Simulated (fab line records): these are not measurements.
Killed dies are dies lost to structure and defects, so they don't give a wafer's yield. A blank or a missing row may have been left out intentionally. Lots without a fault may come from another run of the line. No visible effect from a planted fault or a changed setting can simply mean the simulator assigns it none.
fab line records | flow n5Finfet
record: lots: 5 | wafers: 14 | lastDay: 18
route steps=1938 shown STI_FIN_REVEAL@188 DUMMY_GATE@212 BEOL_M4@1111 PASSIVATION@1936
lots that met no fault: from a run of the same line without faults
startH: start of the lot's first displayed wafer, in hours after the record's first day | waitH: hours elapsed since this lot's preceding step | " as in the row above | L1.1+2: a single row standing in for several wafers | - no value, or no start was given | * or withheld: withheld | < > ~ a bound
route shown NAME@n: NAME is a module with steps in the file, n the number in the route of the first one | usual: mean/standard deviation of fault-free wafers | same: alike in all rows | chamber/n: place in a boat | sites: per-site readings | _std_site: the standard deviation of these | _edge_site: inner sites' mean taken away from outer sites' mean | radiusMm: for every site, how far away it sits from the centre of the wafer | mask NAME#n: copy n | behind: tool/chamber where the wafer was last shaped | hold: why the lot was held/for how many hours/how that ended | device: names the non-switching transistor (n, p or np) | end of line: tests run on the same wafers once the route is complete | where a step has no rows: the recipe by itself | killed: the dies lost at the first sort to structure and to defects; this is not the yield of the wafer | map: per-die view of a wafer (x killed, . not killed, _ where there is no die)
set.NAME: the setting the step ran with; set.NAME@STEP: the setting that earlier step ran with | model.NAME: the simulator's own value behind a step, which no gauge read
a table for each step, a row for each wafer; lots at some steps of the route
services: the hour from which a tool's chamber was out of use, counted from the record's first day as startH (under 0 if before that day), plus the number of hours and why
== steps ==
step: N5_STI_FIN_REVEAL_THK_MEAS_05
usual: thkNm: 131.8/1.3
lot.wafer | tool         | chamber | startH | waitH | thkNm
L684.1    | filmMetro-01 | -       | 33.18  | -     | 131.5
L684.2    | "            | -       | "      | "     | 133.3
L684.4    | "            | -       | "      | "     | 129.1
L690.1    | filmMetro-01 | -       | 71.14  | -     | 130.8
L690.3    | "            | -       | "      | "     | 131.3
L697.2    | filmMetro-02 | -       | 111.86 | -     | 132.6
L697.3    | "            | -       | "      | "     | 130.2
L697.6    | "            | -       | "      | "     | 133.5
L700.1    | filmMetro-02 | -       | 129.61 | -     | 133.3
L700.4    | "            | -       | "      | "     | 132.0
L700.5    | "            | -       | "      | "     | 134.3
L702.2    | filmMetro-01 | -       | 143.22 | -     | 130.6
L702.4    | "            | -       | "      | "     | 133.4
L702.5    | "            | -       | "      | "     | 133.1
step: N5_STI_FIN_REVEAL_DENSIFY_30
recipe: tempC: * | timeS: * | ambient: N2 | idleTempC: 600 | rampUpCPerS: 150 | rampDownCPerS: 60 | coolToC: 600
usual: lampPowerPct: 11.53/0.053 | lamp_zone_7_pct: 11.962/0.018 | wafer_temp_C_max: *
lot.wafer | tool         | chamber | startH | waitH | lampPowerPct | lamp_zone_7_pct | wafer_temp_C_max
L684.1    | rtpAnneal-01 | 0       | 33.21  | 0.0   | 11.49        | 11.937          | *
L684.2    | "            | 0       | "      | "     | 11.56        | 11.928          | *
L684.4    | "            | 0       | "      | "     | 11.46        | 11.998          | *
L690.1    | rtpAnneal-01 | 0       | 71.16  | 0.0   | 11.56        | 11.960          | *
L690.3    | "            | 0       | "      | "     | 11.61        | 11.958          | *
L697.2    | rtpAnneal-02 | 0       | 111.92 | 0.1   | 11.55        | 11.971          | *
L697.3    | "            | 0       | "      | "     | 11.52        | 11.939          | *
L697.6    | "            | 0       | "      | "     | 11.51        | 11.968          | *
L700.1    | rtpAnneal-02 | 0       | 129.64 | 0.0   | 11.55        | 11.971          | *
L700.4    | "            | 0       | "      | "     | 11.52        | 11.971          | *
L700.5    | "            | 0       | "      | "     | 11.48        | 11.979          | *
L702.2    | rtpAnneal-02 | 0       | 143.28 | 0.1   | 11.46        | 11.974          | *
L702.4    | "            | 0       | "      | "     | 11.46        | 11.957          | *
L702.5    | "            | 0       | "      | "     | 11.49        | 11.959          | *
step: N5_STI_FIN_REVEAL_ETCHBACK_08
recipe: chemistry: C4F6/O2 | target: SiO2 | targetDepthA: 305 | timeS: 10.167 | ionEnergyEv: 250 | pressureMtorr: 30 | sourceW: 345 | biasW: 185 | Ar_flow_sccm: 300 | C4F6_flow_sccm: 10 | O2_flow_sccm: 10
step: N5_STI_FIN_REVEAL_STRIP_24
recipe: chemistry: N2/H2 | timeS: 90 | powerW: 100 | tempC: 40 | pressureMtorr: 100 | rfFrequencyHz: 6e+07 | biasPowerW: 3 | n2FlowSccm: 300 | h2FlowSccm: 300
step: N5_STI_FIN_REVEAL_PRECLEAN_25
recipe: chemistry: SPM | timeS: 90 | tempC: 120 | mix: 4:1
step: N5_STI_FIN_REVEAL_PRECLEAN_26
recipe: chemistry: SC1 | timeS: 45 | tempC: 46 | mix: 1:2:100
step: N5_STI_FIN_REVEAL_PRECLEAN_29
recipe: chemistry: DHF | timeS: 30 | tempC: 25 | dilution: 300:1
step: N5_STI_FIN_REVEAL_SRD_12
recipe: timeS: 30 | tempC: 23 | rinseLiquid: diw | dry: ipaMarangoni
step: N5_STI_FIN_REVEAL_RECESS_09
recipe: chemistry: HF/NH3 | target: SiO2 | afsCycles: 11 | targetDepthA: 425 | tempC: 30 | sublimationTempC: 180 | sublimationTimeS: 60
step: N5_STI_FIN_REVEAL_STRIP_16
recipe: chemistry: H3PO4 | material: SiNx | tempC: 165 | targetDepthA: 238 | overetchFraction: 0.4964 | dry: ipaMarangoni
step: N5_STI_FIN_REVEAL_PRECLEAN_17
recipe: chemistry: NF3:NH3 | afsCycles: 1 | tempC: 30 | timeS: 20 | sublimationTempC: 180 | sublimationTimeS: 60 | pressureTorr: 3 | rfPowerW: 30
step: N5_STI_FIN_REVEAL_ETCH_34
recipe: chemistry: H2 | mode: isotropic | material: Si | target: Si | targetDepthA: 9.7 | tempC: 20 | pressureMtorr: 4.5 | icpW: 300 | biasW: 0 | h2FlowSccm: 7.5 | heFlowSccm: 142.5
usual: drypumpMotorCurrentA: 5.6/0.43 | h2FlowSccm: 7.501/0.023 | oesProductAu: 1.014/0.018 | throttleValvePct: 25.8/0.7
lot.wafer | tool     | chamber | startH | waitH | drypumpMotorCurrentA | h2FlowSccm | oesProductAu | rfHoursCounterH | throttleValvePct
L684.1    | rieSi-04 | 1       | 35.79  | 0.2   | 5.6                  | 7.463      | 1.001        | 71              | 25.0
L684.2    | "        | 3       | "      | "     | 6.1                  | 7.536      | 0.996        | 110             | 25.5
L684.4    | "        | 0       | "      | "     | 4.8                  | 7.490      | 1.013        | 95              | 27.1
L690.1    | rieSi-04 | 0       | 73.88  | 0.2   | 4.8                  | 7.479      | 1.030        | 96              | 27.1
L690.3    | "        | 1       | "      | "     | 5.6                  | 7.512      | 0.998        | 71              | 25.0
L697.2    | rieSi-06 | 3       | 114.46 | 0.1   | 5.7                  | 7.503      | 1.018        | 98              | 25.9
L697.3    | "        | 0       | "      | "     | 6.2                  | 7.483      | 1.040        | 85              | 25.7
L697.6    | "        | 3       | "      | "     | 5.7                  | 7.525      | 1.016        | -               | 25.9
L700.1    | rieSi-04 | 1       | 132.36 | 0.2   | 5.6                  | 7.518      | 1.006        | 73              | 25.0
L700.4    | "        | 3       | "      | "     | 6.1                  | 7.566      | 0.998        | 112             | 25.6
L700.5    | "        | 2       | "      | "     | 4.9                  | 7.512      | 1.005        | -               | 26.4
L702.2    | rieSi-06 | 0       | 145.97 | 0.1   | 6.2                  | 7.502      | 1.039        | 86              | 25.7
L702.4    | "        | 2       | "      | "     | 5.8                  | 7.524      | 1.039        | 27              | 25.2
L702.5    | "        | 1       | "      | "     | 6.2                  | 7.525      | 1.019        | -               | 27.2
step: N5_STI_FIN_REVEAL_OXIDATION_31
recipe: chemistry: O2_PLASMA_REMOTE | tempC: 150 | timeS: 20 | pressureMtorr: 1000 | sourcePowerW: 2000 | o2FlowSccm: 3000
usual: drypumpMotorCurrentA: 5.7/0.4 | heaterPowerW: 144/8.1 | o2FlowSccm: 3000/8.7
lot.wafer | tool           | chamber | startH | waitH | drypumpMotorCurrentA | heaterPowerW | o2FlowSccm | rfHoursCounterH
L684.1    | plasmaAsher-01 | 0       | 35.85  | 0.0   | 5.6                  | 134          | 2995       | 78
L684.2    | "              | 1       | "      | "     | 5.1                  | 152          | 2998       | 78
L684.4    | "              | 0       | "      | "     | 5.6                  | 130          | 2981       | -
L690.1    | plasmaAsher-01 | 1       | 73.97  | 0.1   | 5.1                  | 149          | 2993       | 86
L690.3    | "              | 0       | "      | "     | 5.6                  | 138          | 3017       | -
L697.2    | plasmaAsher-02 | 0       | 114.52 | 0.0   | 5.9                  | 141          | 3012       | 45
L697.3    | "              | 1       | "      | "     | 6.2                  | 152          | 3006       | -
L697.6    | "              | 0       | "      | "     | 5.9                  | 144          | 2996       | -
L700.1    | plasmaAsher-01 | 0       | 132.42 | 0.0   | 5.7                  | 134          | 3004       | 97
L700.4    | "              | 0       | "      | "     | 5.6                  | 133          | 2994       | -
L700.5    | "              | 0       | "      | "     | 5.6                  | 136          | 3006       | -
L702.2    | plasmaAsher-02 | 0       | 146.03 | 0.0   | 5.9                  | 142          | 3006       | 50
L702.4    | "              | 0       | "      | "     | 5.9                  | 147          | 2999       | -
L702.5    | "              | 1       | "      | "     | 6.3                  | 151          | 3004       | -
step: N5_STI_FIN_REVEAL_PRECLEAN_32
recipe: chemistry: NF3:NH3 | afsCycles: 1 | tempC: 30 | timeS: 20 | sublimationTempC: 180 | sublimationTimeS: 60 | pressureTorr: 3 | rfPowerW: 30
step: N5_STI_FIN_REVEAL_STRIP_35
recipe: chemistry: H3PO4 | material: Si3N4 | tempC: 165 | targetDepthA: 40 | timeS: 39
step: N5_STI_FIN_REVEAL_SRD_21
recipe: dry: ipaMarangoni | timeS: 30 | tempC: 23 | rinseLiquid: diw
step: N5_STI_FIN_REVEAL_OXIDATION_33
recipe: chemistry: O2_PLASMA_REMOTE | tempC: 150 | timeS: 20 | pressureMtorr: 1000 | sourcePowerW: 2000 | o2FlowSccm: 3000
usual: drypumpMotorCurrentA: 5.7/0.4 | heaterPowerW: 145/8 | o2FlowSccm: 3000/8.6
lot.wafer | tool           | chamber | startH | waitH | drypumpMotorCurrentA | heaterPowerW | o2FlowSccm | rfHoursCounterH
L684.1    | plasmaAsher-02 | 1       | 36.22  | 0.0   | 6.2                  | 153          | 3013       | 29
L684.2    | "              | 0       | "      | "     | 5.9                  | 142          | 2990       | 29
L684.4    | "              | 0       | "      | "     | 5.9                  | 140          | 2999       | -
L690.1    | plasmaAsher-02 | 0       | 74.50  | 0.0   | 5.9                  | 139          | 3004       | 37
L690.3    | "              | 1       | "      | "     | 6.2                  | 151          | 3005       | -
L697.2    | plasmaAsher-02 | 1       | 114.87 | 0.0   | 6.3                  | 153          | 2992       | 45
L697.3    | "              | 0       | "      | "     | 5.9                  | 141          | 3010       | -
L697.6    | "              | 0       | "      | "     | 5.9                  | 144          | 3014       | -
L700.1    | plasmaAsher-01 | 1       | 132.78 | 0.0   | 5.1                  | 150          | 2995       | 97
L700.4    | "              | 0       | "      | "     | 5.6                  | 130          | 3013       | -
L700.5    | "              | 1       | "      | "     | 5.1                  | 150          | 3009       | -
L702.2    | plasmaAsher-01 | 0       | 146.38 | 0.0   | 5.6                  | 129          | 2997       | 100
L702.4    | "              | 1       | "      | "     | 5.1                  | 148          | 3010       | -
L702.5    | "              | 0       | "      | "     | 5.6                  | 136          | 2986       | -
step: N5_STI_FIN_REVEAL_CLEAN_19
recipe: chemistry: O3/DIW | tempC: 25 | timeS: 120 | o3Ppm: 10
step: N5_STI_FIN_REVEAL_SRD_23
recipe: dry: ipaMarangoni | timeS: 30 | tempC: 23 | rinseLiquid: diw
step: N5_STI_FIN_REVEAL_CD_MEAS_22
recipe: targetCdNm: 6.238 | pitchNm: 28 | polarity: line
usual: cdNm: 6.2/0.31
lot.wafer | tool     | chamber | startH | waitH | cdNm
L684.1    | cdSem-01 | -       | 36.39  | 0.0   | 5.6
L684.2    | "        | -       | "      | "     | 6.2
L684.4    | "        | -       | "      | "     | 6.3
L690.1    | cdSem-02 | -       | 74.67  | 0.0   | 5.5
L690.3    | "        | -       | "      | "     | 5.3
L697.2    | cdSem-03 | -       | 115.04 | 0.0   | 6.6
L697.3    | "        | -       | "      | "     | 6.3
L697.6    | "        | -       | "      | "     | 5.7
L700.1    | cdSem-01 | -       | 132.94 | 0.0   | 6.3
L700.4    | "        | -       | "      | "     | 5.7
L700.5    | "        | -       | "      | "     | 6.0
L702.2    | cdSem-03 | -       | 146.60 | 0.0   | 6.5
L702.4    | "        | -       | "      | "     | 6.4
L702.5    | "        | -       | "      | "     | 6.6
step: N5_STI_FIN_REVEAL_FIN_H_MEAS_10
usual: trenchDepthNm: 52.3/0.97
lot.wafer | tool   | chamber | startH | waitH | trenchDepthNm
L684.1    | ocd-02 | -       | 36.42  | 0.0   | 52.5
L684.2    | "      | -       | "      | "     | 51.8
L684.4    | "      | -       | "      | "     | 51.8
L690.1    | ocd-01 | -       | 74.71  | 0.0   | 52.9
L690.3    | "      | -       | "      | "     | 52.6
L697.2    | ocd-02 | -       | 115.07 | 0.0   | 53.2
L697.3    | "      | -       | "      | "     | 51.1
L697.6    | "      | -       | "      | "     | 53.3
L700.1    | ocd-02 | -       | 132.97 | 0.0   | 51.8
L700.4    | "      | -       | "      | "     | 54.5
L700.5    | "      | -       | "      | "     | 51.4
L702.2    | ocd-02 | -       | 146.63 | 0.0   | 49.9
L702.4    | "      | -       | "      | "     | 50.5
L702.5    | "      | -       | "      | "     | 53.1
step: N5_STI_FIN_REVEAL_PRECLEAN_18
recipe: chemistry: SC2 | timeS: 45 | tempC: 35 | mix: 1:1:50
step: N5_STI_FIN_REVEAL_SRD_28
recipe: dry: ipaMarangoni | timeS: 30 | tempC: 23 | rinseLiquid: diw
step: N5_STI_FIN_REVEAL_INSPECT_13
recipe: inspectInstrument: darkfield | mode: postClean
usual: rawDefectCount: 13/5.7
lot.wafer | tool             | chamber | startH | waitH | rawDefectCount
L684.1    | defectInspect-01 | -       | 36.51  | 0.0   | 7
L684.2    | "                | -       | "      | "     | 10
L684.4    | "                | -       | "      | "     | 15
L690.1    | defectInspect-01 | -       | 74.79  | 0.0   | 16
L690.3    | "                | -       | "      | "     | 11
L697.2    | defectInspect-02 | -       | 115.16 | 0.0   | 13
L697.3    | "                | -       | "      | "     | 8
L697.6    | "                | -       | "      | "     | 18
L700.1    | defectInspect-02 | -       | 133.06 | 0.0   | 9
L700.4    | "                | -       | "      | "     | 13
L700.5    | "                | -       | "      | "     | 18
L702.2    | defectInspect-02 | -       | 146.72 | 0.0   | 9
L702.4    | "                | -       | "      | "     | 18
L702.5    | "                | -       | "      | "     | 12
step: N5_DUMMY_GATE_PRECLEAN_00
recipe: chemistry: O3/DIW | timeS: 60 | tempC: 22 | o3Ppm: 10
step: N5_DUMMY_GATE_SRD_01
recipe: timeS: 30 | tempC: 23 | rinseLiquid: diw | dry: ipaMarangoni
step: N5_DUMMY_GATE_ALD_02
recipe: material: SiO2 | targetThkA: 20 | tempC: 300 | aldPrecursorFamily: BDEAS | aldCoReactant: O2-plasma | pulseTimeS: 1 | pressureTorr: 2
usual: heaterPowerOuterW: 264/24 | heaterPowerW: 460/35 | precursorPulseHeightRel: 1.001/0.02
lot.wafer | tool      | chamber | startH | waitH | heaterPowerOuterW | heaterPowerW | precursorPulseHeightRel
L684.1    | aldSin-03 | 2       | 36.75  | 0.2   | 312               | 548          | 0.969
L684.2    | "         | 0       | "      | "     | 295               | 491          | 1.004
L684.4    | "         | 3       | "      | "     | 308               | 500          | 1.023
L690.1    | aldSin-03 | 1       | 74.89  | 0.0   | 249               | 445          | 0.988
L690.3    | "         | 3       | "      | "     | 302               | 497          | 0.992
L697.2    | aldSin-04 | 1       | 115.25 | 0.0   | 241               | 445          | 0.966
L697.3    | "         | 2       | "      | "     | 246               | 414          | 1.011
L697.6    | "         | 3       | "      | "     | 256               | 450          | 1.010
L700.1    | aldSin-04 | 0       | 133.60 | 0.5   | 286               | 491          | 1.040
L700.4    | "         | 3       | "      | "     | 264               | 443          | 1.015
L700.5    | "         | 2       | "      | "     | 244               | 430          | 1.010
L702.2    | aldSin-02 | 1       | 146.82 | 0.0   | 264               | 436          | 1.043
L702.4    | "         | 3       | "      | "     | 249               | 446          | 0.982
L702.5    | "         | 0       | "      | "     | 266               | 478          | 1.035
step: N5_DUMMY_GATE_CVD_03
recipe: material: a-Si | targetThkA: 1500 | tempC: 530 | precursor: SiH4 | timeS: 8042
step: N5_DUMMY_GATE_PRECLEAN_46
recipe: chemistry: DIW | timeS: 89.5 | tempC: 23
step: N5_DUMMY_GATE_SRD_47
recipe: dryTimeS: 32 | dry: n2Spin | spinRpm: 1500
step: N5_DUMMY_GATE_CMP_04
recipe: material: a-Si | postCmpClean: alkalineBrush
usual: motorCurrentA: 10.2/1.3 | timeToEndpointS: 13.9/2.7
lot.wafer | tool   | chamber | startH | waitH | motorCurrentA | timeToEndpointS
L684.4    | cmp-02 | 3       | 40.59  | 0.0   | 9.7           | 10.5
L684.2    | "      | 0       | "      | "     | 11.5          | 12.2
L684.1    | "      | 1       | "      | "     | 8.5           | 19.1
L690.1    | cmp-03 | 2       | 78.74  | 0.0   | 9.7           | 14.8
L690.3    | "      | 1       | "      | "     | 10.4          | 14.1
L697.3    | cmp-03 | 3       | 119.14 | 0.1   | 10.2          | 11.4
L697.2    | "      | 1       | "      | "     | 10.6          | 14.2
L697.6    | "      | 3       | "      | "     | 10.2          | 10.4
L700.1    | cmp-04 | 3       | 137.47 | 0.1   | 11.7          | 15.8
L700.4    | "      | 0       | "      | "     | 9.3           | 10.8
L700.5    | "      | 3       | "      | "     | 10.9          | 14.1
L702.2    | cmp-04 | 1       | 150.75 | 0.1   | 10.8          | 14.3
L702.4    | "      | 2       | "      | "     | 10.6          | 11.7
L702.5    | "      | 0       | "      | "     | 9.1           | 9.4
step: N5_DUMMY_GATE_THK_MEAS_05
usual: thkNm: 72.0/1.2
lot.wafer | tool         | chamber | startH | waitH | thkNm
L684.1    | filmMetro-02 | -       | 40.83  | 0.1   | 73.8
L684.2    | "            | -       | "      | "     | 70.5
L684.4    | "            | -       | "      | "     | 69.7
L690.1    | filmMetro-02 | -       | 78.98  | 0.2   | 72.0
L690.3    | "            | -       | "      | "     | 72.4
L697.2    | filmMetro-01 | -       | 119.35 | 0.1   | 73.5
L697.3    | "            | -       | "      | "     | 72.3
L697.6    | "            | -       | "      | "     | 71.4
L700.1    | filmMetro-02 | -       | 137.68 | 0.2   | 72.6
L700.4    | "            | -       | "      | "     | 71.7
L700.5    | "            | -       | "      | "     | 72.6
L702.2    | filmMetro-01 | -       | 150.93 | 0.1   | 71.6
L702.4    | "            | -       | "      | "     | 71.4
L702.5    | "            | -       | "      | "     | 69.8
step: N5_DUMMY_GATE_HM_DEP_06
recipe: material: SiNx | targetThkA: 800 | precursor: DCS/NH3 | tempC: 700 | pressureMtorr: 300 | timeS: 5141
step: N5_DUMMY_GATE_PECVD_30
recipe: material: SiO2 | targetThkA: 550 | tempC: 400 | precursor: TEOS/O2 | pressureTorr: 6.5 | rfW: withheld | teosFlowSccm: withheld | gas: O2 | flowSccm: 2650 | timeS: 10.8
step: N5_DUMMY_GATE_COAT_34
recipe: resist: SOC | tempC: 250 | timeS: 60 | spinRpm: 1500 | resistThkNm: 60
step: N5_DUMMY_GATE_COAT_35
recipe: resist: SiARC | tempC: 220 | timeS: 60 | spinRpm: 1500 | resistThkNm: 10
step: N5_DUMMY_GATE_COAT_28
recipe: resist: underlayer | tempC: 205 | timeS: 60 | spinRpm: 1500 | resistThkNm: 10
step: N5_DUMMY_GATE_COAT_09
recipe: resist: CAR-EUV | spinRpm: 1500 | resistThkNm: 30
step: N5_DUMMY_GATE_EBR_11
recipe: solvent: PGMEA | ebrWidthMm: 1.5
step: N5_DUMMY_GATE_SOFTBAKE_10
recipe: tempC: 110 | timeS: 60 | resist: CAR-EUV
step: N5_DUMMY_GATE_EXPOSE_12
recipe: maskId: GATE | na: 0.33 | sourceShape: annular | sigmaInner: 0.2 | sigmaOuter: 0.6 | polarization: unpolarized | targetCdNm: 25 | doseMj: 34
step: N5_DUMMY_GATE_PEB_13
recipe: pebTempC: 100 | pebTimeS: 60 | resist: CAR-EUV
step: N5_BEOL_M4_RC_MEAS_101
usual: DIBL_N: 36.1/2.5 | DIBL_P: 36/3.3 | IOFF_N: 0.16/0.046 | IOFF_N_LONG: 5.52e-05/3e-06 | IOFF_P: 0.20/0.051 | ION_N: 676/16 | ION_P: 462/11 | REXT_N: 75.2/1.5 | SS_N: 71.6/0.87 | SS_P: 73.2/0.86 | VT_N: 251/4.4 | VT_P: -252/4.6
lot.wafer | tool      | chamber | startH | waitH | DIBL_N[mV/V] | DIBL_P[mV/V] | IOFF_N[nA/um] | IOFF_N_LONG[nA/um] | IOFF_P[nA/um] | ION_N[uA/um] | ION_P[uA/um] | REXT_N[ohm.um] | SS_N[mV/dec] | SS_P[mV/dec] | VT_N[mV] | VT_P[mV]
L684.1    | prober-02 | 0       | 200.58 | 0.0   | 36.0         | 37           | 0.15          | 5.5e-05            | 0.20          | 666          | 464          | 77.7           | 72.4         | 73.5         | 253      | -251
L684.2    | "         | 0       | "      | "     | 38.6         | 39           | 0.24          | 5.6e-05            | 0.27          | 701          | 474          | 76.1           | 72.8         | 73.9         | 246      | -248
L684.4    | "         | 0       | "      | "     | 35.7         | 38           | 0.16          | 5.37e-05           | 0.22          | 679          | 466          | 78.1           | 70.8         | 73.3         | 249      | -250
L690.1    | prober-02 | 0       | 247.77 | 0.0   | 32.7         | 34           | 0.09          | 4.63e-05           | 0.12          | 658          | 449          | 79.3           | 71.5         | 72.3         | 261      | -261
L690.3    | "         | 0       | "      | "     | 29.2         | 29           | 0.06          | 4.54e-05           | 0.09          | 632          | 438          | 79.2           | 69.7         | 71.8         | 263      | -267
L697.2    | prober-01 | 0       | 275.94 | 0.2   | 37.3         | 39           | 0.21          | 5.69e-05           | 0.23          | 707          | 476          | 76.4           | 72.3         | 73.4         | 241      | -250
L697.3    | "         | 0       | "      | "     | 33.7         | 33           | 0.13          | 5.72e-05           | 0.14          | 653          | 443          | 75.2           | 70.9         | 71.9         | 251      | -258
L697.6    | "         | 0       | "      | "     | 30.3         | 29           | 0.08          | 5.78e-05           | 0.10          | 660          | 442          | 73.9           | 70.5         | 71.0         | 256      | -261
L700.1    | prober-02 | 0       | 299.43 | 0.0   | 36.0         | 36           | 0.15          | 5.41e-05           | 0.18          | 665          | 455          | 73.8           | 71.7         | 73.1         | 249      | -254
L700.4    | "         | 0       | "      | "     | 31.8         | 31           | 0.09          | 5.52e-05           | 0.13          | 676          | 462          | 74.8           | 70.4         | 72.6         | 259      | -256
L700.5    | "         | 0       | "      | "     | 34.6         | 33           | 0.12          | 5.53e-05           | 0.15          | 651          | 449          | 74.5           | 71.4         | 73.3         | 254      | -258
L702.2    | prober-02 | 0       | 308.78 | 0.2   | 40.9         | 40           | 0.25          | 5.38e-05           | 0.31          | 673          | 462          | 75.6           | 73.3         | 75.9         | 245      | -248
L702.4    | "         | 0       | "      | "     | 37.2         | 34           | 0.16          | 5.4e-05            | 0.18          | 656          | 447          | 75.1           | 72.3         | 73.3         | 250      | -253
L702.5    | "         | 0       | "      | "     | 37.6         | 37           | 0.19          | 5.45e-05           | 0.23          | 701          | 474          | 74.7           | 72.1         | 74.2         | 245      | -249
step: N5_PASSIVATION_PROBE_49
usual: defectLimitedYield: 91.0/1.4 | killed_at_M0_to_M3: 34/10 | killed_at_M4_up: 15/5.5 | killedAtContacts: 12/6.1 | killedAtFrontEnd: 41/12 | killedAtOther: 4/3.4 | killedDies: 106/17 | killedOpen: 70/13 | killedShort: 34/7.4 | sort_bin_5_function: 5.3/1 | sort_bin_6_memory: 3.4/0.69 | sort_bin_8_speed: 0.03/0.22 | sortNPass: 1073/17 | sortYieldPct: 91.0/1.4
same: grossDies: 1180 | killedAtBackSide: 0 | sort_bin_4_leakage[%]: 0
lot.wafer | tool      | chamber | startH | waitH | defectLimitedYield[%] | killed_at_M0_to_M3 | killed_at_M4_up | killedAtContacts | killedAtFrontEnd | killedAtOther | killedDies | killedOpen | killedShort | sort_bin_5_function[%] | sort_bin_6_memory[%] | sort_bin_8_speed[%] | sortNPass | sortYieldPct[%]
L684.1    | prober-02 | -       | 313.89 | 0.0   | 89.2                  | 24                 | 17              | 17               | 67               | 2             | 127        | 70         | 47          | 5.8                    | 4.2                  | 0                   | 1053      | 89.2
L684.2    | prober-02 | -       | 313.94 | 0.1   | 93.0                  | 21                 | 14              | 6                | 41               | 1             | 83         | 56         | 22          | 4.2                    | 2.5                  | 0                   | 1097      | 93.0
L684.4    | prober-02 | -       | 314.04 | 0.2   | 94.5                  | 15                 | 14              | 17               | 19               | 0             | 65         | 43         | 22          | 3.0                    | 2.1                  | 0                   | 1115      | 94.5
L690.1    | prober-01 | -       | 351.21 | 0.0   | 90.4                  | 38                 | 14              | 11               | 49               | 1             | 113        | 82         | 30          | 5.4                    | 4.0                  | 0                   | 1067      | 90.4
L690.3    | prober-01 | -       | 351.31 | 0.1   | 90.0                  | 25                 | 18              | 15               | 57               | 3             | 118        | 78         | 38          | 6.1                    | 3.6                  | 0.85                | 1052      | 89.2
L700.5    | prober-01 | -       | 409.65 | 0.2   | 89.0                  | 37                 | 20              | 20               | 42               | 11            | 130        | 85         | 39          | 6.8                    | 3.7                  | 0                   | 1050      | 89.0
killed by level:class
L684.1 FIN_SAQP:geometricParticle:open=22 FIN_SAQP:geometricParticle:short=15 MOL_CONTACT_COAG:geometricParticle:open=14 GATE_CUT:geometricParticle:short=7 BEOL_M3:geometricParticle:open=6 STARTING-WAFER:geometricParticle:short=6 BEOL_M6:geometricParticle:open=4 BEOL_M2:geometricParticle:short=4
L684.2 STI_FIN_REVEAL:geometricParticle:open=11 BEOL_M3:geometricParticle:open=9 MOL_CONTACT_COAG:geometricParticle:open=6 STARTING-WAFER:geometricParticle:short=5 FIN_SAQP:geometricParticle:short=4 FIN_SAQP:geometricParticle:open=4 BEOL_M1:geometricParticle:open=4 BEOL_M2:geometricParticle:open=4
L684.4 MOL_CONTACT_COAG:geometricParticle:open=13 BEOL_M0_SAQP:geometricParticle:short=5 ILD0:geometricParticle:open=4 MOL_CONTACT_COAG:geometricParticle:short=4 BEOL_M1:geometricParticle:open=4 BEOL_M8:geometricParticle:open=4 FIN_SAQP:geometricParticle:short=3 BEOL_M4:geometricParticle:open=3
L690.1 FIN_SAQP:geometricParticle:open=15 STI_FIN_REVEAL:geometricParticle:open=12 BEOL_M0_SAQP:geometricParticle:short=12 BEOL_M0_SAQP:geometricParticle:open=10 MOL_CONTACT_COAG:geometricParticle:open=8 BEOL_M3:geometricParticle:open=7 GATE_CUT:geometricParticle:short=6 BEOL_M4:geometricParticle:open=6
L690.3 STI_FIN_REVEAL:geometricParticle:open=20 BEOL_M4:geometricParticle:open=12 FIN_SAQP:geometricParticle:open=11 MOL_CONTACT_COAG:geometricParticle:open=11 GATE_CUT:geometricParticle:short=8 STI_FIN_REVEAL:geometricParticle:short=5 BEOL_M0_SAQP:geometricParticle:open=5 BEOL_M0_SAQP:geometricParticle:short=5
L700.5 STI_FIN_REVEAL:geometricParticle:open=19 MOL_CONTACT_COAG:geometricParticle:open=13 BEOL_M0_SAQP:geometricParticle:short=11 BEOL_M4:geometricParticle:open=10 BEOL_M0_SAQP:geometricParticle:open=9 BEOL_M3:geometricParticle:open=7 DUMMY_GATE:geometricParticle:open=7 MOL_CONTACT_COAG:geometricParticle:short=7
== services ==
tool           | chamber | startH | hours | kind
cmp-04         | -       | 17.43  | 1.1   | repair
aldSin-03      | 0       | 26.26  | 3.7   | repair
cmp-02         | -       | 28.83  | 3.6   | repair
rtpAnneal-02   | -       | 29.90  | 4.5   | pm
aldSin-03      | -       | 31.60  | 0.8   | repair
cmp-04         | -       | 44.71  | 8.8   | pm
cmp-04         | -       | 54.35  | 1.9   | repair
aldSin-02      | -       | 70.20  | 2.8   | pm
aldSin-03      | 3       | 70.52  | 4.1   | repair
cmp-03         | -       | 83.51  | 1.3   | repair
plasmaAsher-01 | -       | 120.62 | 1.5   | repair
plasmaAsher-02 | -       | 122.08 | 2.8   | pm
cmp-02         | -       | 125.53 | 1.5   | repair
cmp-03         | -       | 136.22 | 13.2  | pm
plasmaAsher-02 | -       | 138.47 | 1.8   | repair
aldSin-04      | 0       | 140.41 | 8.3   | repair
cmp-02         | -       | 141.88 | 13.1  | pm
rieSi-04       | -       | 145.91 | 2.8   | pm
rieSi-06       | 1       | 147.45 | 1.4   | repair
== key ==
firstSign: step: N5_BEOL_M4_RC_MEAS_101 | reading: IOFF_N_LONG | direction: down | sigmas: 3.1 | usual: 5.52e-05 | struck: 4.58e-05
effect: step: N5_BEOL_M4_RC_MEAS_101 | reading: REXT_N | direction: up | sigmas: 2.7 | usual: 75.2 | struck: 79.3
metAt N5_STI_FIN_REVEAL_OXIDATION_31
struckWafers L690.1,L690.3
onsetBetween 35.85 73.97
alsoFits N5_STI_FIN_REVEAL_DENSIFY_30:rtpAnneal-01,N5_DUMMY_GATE_ALD_02:aldSin-03
fault: kind: processParameterDrift | tool: plasmaAsher-01 | chamber: - | onsetH: 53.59 | steps: N5_STI_FIN_REVEAL_OXIDATION_31 | channel: timeS | offset: * | shape: step | endH: 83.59 | scope: struckWafersOnly | actsIn: * | stated: *
